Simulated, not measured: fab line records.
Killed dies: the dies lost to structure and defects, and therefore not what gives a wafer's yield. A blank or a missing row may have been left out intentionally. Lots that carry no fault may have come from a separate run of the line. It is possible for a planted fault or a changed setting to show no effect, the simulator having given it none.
Chamber matching | flow nand harc | pecvd-04 running NHARC_P_M1_DEP_33: 3 sister chambers
The step deposits SiCN, target thk 30 nm. 16 wafers are shown with their chamber, then 8 later ones without.

## WAFERS PAIRED WITH THEIR CHAMBERS
wafer  | chamber | heater power w (W) | heater power outer w (W)
L078.1 | 2       | 626                | 347
L078.2 | 0       | 570                | 274
L078.4 | 1       | 503                | 313
L079.2 | 0       | 595                | 297
L079.4 | 1       | 464                | 274
L079.5 | 0       | 580                | 298
L082.3 | 1       | 517                | 323
L082.5 | 1       | 530                | 322
L082.6 | 0       | 475                | 221
L083.2 | 1       | 461                | 279
L083.3 | 2       | 594                | 337
L083.4 | 0       | 590                | 300
L084.2 | 0       | 519                | 230
L084.4 | 0       | 515                | 231
L084.6 | 2       | 574                | 308
L093.1 | 1       | 485                | 283

SIGNATURES (means of the wafers above)
reading              | chamber 0 | chamber 1 | chamber 2 | scatter within a chamber
heater power w       | 549.14    | 493.33    | 598.00    | 37.3
heater power outer w | 264.43    | 299.00    | 330.67    | 29.3
Rule: for a wafer and a chamber, the distance is found by dividing, reading by reading, the gap between the wafer's reading and the chamber's mean by the reading's scatter, squaring, summing and taking the root. The wafer belongs to the nearest chamber; if the next one is less than 2 further off, it can't be placed. How the scatter is found: for the shown wafers, subtract from each reading the mean of its chamber, square and add these, divide the total by (wafers less chambers), then take the root.

## WAFERS WITH NO CHAMBER GIVEN
wafer  | heater power w (W) | heater power outer w (W)
L093.2 | 502                | 224
L093.5 | 550                | 303
L094.1 | 537                | 275
L094.2 | 606                | 347
L094.3 | 520                | 315
L097.2 | 569                | 308
L097.4 | 568                | 307
L097.6 | 523                | 312

## THE CHAMBER EACH PASSED THROUGH
wafer  | from the rows above          | in truth
L093.2 | can't be placed: 0 or 1      | 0
L093.5 | can't be placed: 0 or 1 or 2 | 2
L094.1 | can't be placed: 0 or 1      | 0
L094.2 | 2                            | 2
L094.3 | can't be placed: 1 or 0 or 2 | 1
L097.2 | can't be placed: 2 or 0 or 1 | 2
L097.4 | can't be placed: 2 or 0 or 1 | 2
L097.6 | can't be placed: 1 or 0 or 2 | 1
Correct placement for 1 of the 8. Cannot be placed on the basis of these rows: 7; the candidates contain the true chamber in 7. Wrongly placed: 0.
